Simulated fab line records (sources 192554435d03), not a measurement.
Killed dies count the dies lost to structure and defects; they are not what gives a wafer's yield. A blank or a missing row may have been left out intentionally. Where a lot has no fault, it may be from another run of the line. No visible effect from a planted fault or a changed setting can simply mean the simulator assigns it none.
Problem report in the 8D (eight disciplines) form, filled by code / flow n5Finfet / the parts of the form that need people (team, actions taken, sign-off) are left out

## 1. WHAT IS WRONG
At N5_SD_EPI_N_INSPECT_11, rawDefectCount averages 25.0 over 2 wafers from 2 lots, while fault-free wafers read 2.2, standard deviation 1.4. That puts it +16 standard deviations away from the usual mean.
The step: inspects for defects (macro).
First seen on wafer L897.2, day 6 23:19, on defectInspect-02. The record holds 33 wafers of 11 lots with a number at this step. By rule, "out" or "out of limits" means more than 4 standard deviations away from the usual mean. All remaining wafers that have a number are taken as sound.

## 2. WHAT THIS IS AND IS NOT
question=which readings at this step | is=rawDefectCount | is not=-
question=which lots | is=L897, L901 | is not=L882, L886, L887, L888, L889, L894, L898, L902, L903
question=which wafers of those lots | is=L897.2, L901.1 | is not=L897.3, L897.5, L901.2, L901.3
question=read on which gauges | is=defectInspect-02 | is not=defectInspect-01
question=when | is=from day 6 23:19 | is not=up to then (20 sound wafers); but 11 sound wafers of L898, L901, L902, L903 came after

## 3. THE SUSPECTS, EACH WITH WHAT RULES IT OUT
Counting: any tool at a process step up to the reading remains a suspect provided it ran every lot that is out. Sound lots after the first of them don't rule it out here, since some wafers of a struck lot are sound.
- the gauge at N5_SD_EPI_N_INSPECT_11: kept. All the wafers that are out were read on defectInspect-02, and no step on other tools shows them out.
- pecvd-02 at N5_DUMMY_GATE_PECVD_30 (deposits SiO2 from TEOS/O2, target thk 55 nm, time 10.8 s): kept. It ran every lot that is out, first L897 (day 6 20:24); its last sound lot up to then is L888 (day 4 17:32).
- rieDiel-06 at N5_DUMMY_GATE_STRIP_40 (strips in CF4): kept. It ran every lot that is out, first L897 (day 6 21:16); its last sound lot up to then is L894 (day 6 08:59).
- In pecvd-02 at N5_DUMMY_GATE_PECVD_30, the wafers that are out were processed in chamber 0 and their sound lot-mates in chambers 1, 2.
pecvd-02 at N5_DUMMY_GATE_PECVD_30, rieDiel-06 at N5_DUMMY_GATE_STRIP_40 and defectInspect-02 at N5_SD_EPI_N_INSPECT_11 are what is left after counting.

## 4. THE CAUSE (what the simulator had put in)
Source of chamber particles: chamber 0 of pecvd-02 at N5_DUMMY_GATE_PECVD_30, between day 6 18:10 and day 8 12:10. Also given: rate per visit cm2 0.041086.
Of the 3 suspects that counting leaves, this tool is one.

## 5. THE EFFECT CHAIN, in route order
Each row: a reading whose mean over the struck wafers that have a number lies more than 3 standard deviations from the usual. Only readings for which the record gives a usual standard deviation are gone through. hours: the time from each lot's start at the first step in this table that gives one to its start at this step, as a median over the lots. sigmas: the change in usual standard deviations.
hours=0; step=N5_SD_EPI_N_INSPECT_11; reading=rawDefectCount; usual=2.2; on struck wafers=25.0; change=+22.8; sigmas=+16

## 6. WHAT WOULD HAVE CAUGHT IT SOONER
Counted from the fault's start at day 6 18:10, it took 5 hours until the first out-of-limits reading at a measuring or inspecting step in this record, taken at day 6 23:19.
Tool readings at N5_DUMMY_GATE_PECVD_30 with a usual standard deviation given in the record: none out on any struck wafer, hence no alarm at a limit of 4 standard deviations on them.
Of the lots that are out (2), L901 began N5_DUMMY_GATE_PECVD_30 on pecvd-02 after day 6 23:19. It would have been spared by a hold on the tool at that moment.
